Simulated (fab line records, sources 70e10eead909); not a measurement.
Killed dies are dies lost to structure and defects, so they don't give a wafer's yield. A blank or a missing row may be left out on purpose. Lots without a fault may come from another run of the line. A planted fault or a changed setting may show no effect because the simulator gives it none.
Which tool did it? | flow nand_harc | 11 lots, 33 wafers sampled, at 5 steps of a route of 1302

WHAT THE GAUGES READ, wafer by wafer
NHARC_END_SORT_01.
lot  | measured     | on        | killed_at_array
L601 | day 29 07:08 | prober-01 | 47 666 45
L602 | day 30 01:46 | prober-02 | 671 20 20

WHICH TOOL RAN EACH LOT (tool, then ch and the chambers of the sampled wafers, then the start)
lot  | NHARC_A_CONTACT_DEP_57        | NHARC_A_CONTACT_ETCH_75            | NHARC_A_CONTACT_ETCH_76            | NHARC_A_CONTACT_ETCH_78
L591 | acl_dep-01 ch 0, day 22 15:50 | rie_diel-11 ch 0,1, day 22 19:31   | rie_diel-11 ch 2,3, day 22 19:37   | rie_diel-11 ch 0,2,3, no start
L589 | acl_dep-02 ch 0, day 22 21:54 | rie_diel-02 ch 0,1,3, day 23 01:40 | rie_diel-02 ch 0,2,3, day 23 01:49 | rie_diel-02 ch 0,1, no start
L597 | acl_dep-02 ch 0, day 25 13:10 | rie_diel-02 ch 0,1,3, day 25 17:22 | rie_diel-02 ch 0,1,2, day 25 17:30 | rie_diel-02 ch 0,3, no start
L599 | acl_dep-01 ch 0, day 26 01:25 | rie_diel-02 ch 0,1, day 26 05:15   | rie_diel-02 ch 0,1,2, day 26 05:22 | rie_diel-02 ch 0,3, no start
L601 | acl_dep-01 ch 0, day 26 14:01 | rie_diel-02 ch 0,1,3, day 26 17:13 | rie_diel-02 ch 0,2,3, day 26 17:23 | rie_diel-02 ch 0,1,2, day 29 07:08 or earlier
L602 | acl_dep-03 ch 0, day 27 08:49 | rie_diel-02 ch 2,3, day 27 11:58   | rie_diel-02 ch 0,2,3, day 27 12:05 | rie_diel-02 ch 0,2,3, day 30 01:46 or earlier
L604 | acl_dep-01 ch 0, day 28 10:18 | rie_diel-11 ch 2,3, day 28 14:31   | rie_diel-11 ch 1,3, day 28 14:38   | rie_diel-11 ch 2,3, no start
L609 | acl_dep-02 ch 0, day 31 03:51 | rie_diel-04 ch 0,2, day 31 08:06   | rie_diel-04 ch 2,3, day 31 08:11   | rie_diel-04 ch 0,1,2, no start
L611 | acl_dep-02 ch 0, day 31 11:19 | rie_diel-02 ch 2,3, day 31 15:01   | rie_diel-02 ch 0,1, day 31 15:05   | rie_diel-02 ch 2,3, no start
L608 | acl_dep-03 ch 0, day 31 11:33 | rie_diel-04 ch 1,3, day 31 15:46   | rie_diel-04 ch 0,1,3, day 31 15:53 | rie_diel-04 ch 0,1,3, no start
L610 | acl_dep-02 ch 0, day 31 17:34 | rie_diel-02 ch 0,1,3, day 31 21:49 | rie_diel-02 ch 0,1,3, day 31 21:54 | rie_diel-02 ch 0,1,3, no start
- NHARC_A_CONTACT_DEP_57: deposits aC, target thk 5300 nm.
- NHARC_A_CONTACT_ETCH_75: etches the open film in CF4, target depth 39 nm, time 65 s.
- NHARC_A_CONTACT_ETCH_76: etches the open film in N2/H2, target depth 260 nm, time 475.3 s.
- NHARC_A_CONTACT_ETCH_78: etches the open film in O2/COS, target depth 5300 nm, time 1378 s.

THE ANSWER, worked out from the rows above alone
Rule: what is usual is taken from the lots themselves. Put in order of their means at a reading, lots are off if they are a third of the lots or fewer, leave a main group of 4 or more, and stand apart from it by a gap of 3 or more times the standard deviation of the main group's means; of several such gaps the widest counts. A main group whose means are all the same, to the digits that the tables above print for the reading, isn't used. A lot without any number at a reading at which 4 lots or more have one is off too. The other lots that the step has rows for count as sound.
No lot is off at any reading shown: from this, nothing can be told.

WHAT THE SIMULATOR HAD PUT IN
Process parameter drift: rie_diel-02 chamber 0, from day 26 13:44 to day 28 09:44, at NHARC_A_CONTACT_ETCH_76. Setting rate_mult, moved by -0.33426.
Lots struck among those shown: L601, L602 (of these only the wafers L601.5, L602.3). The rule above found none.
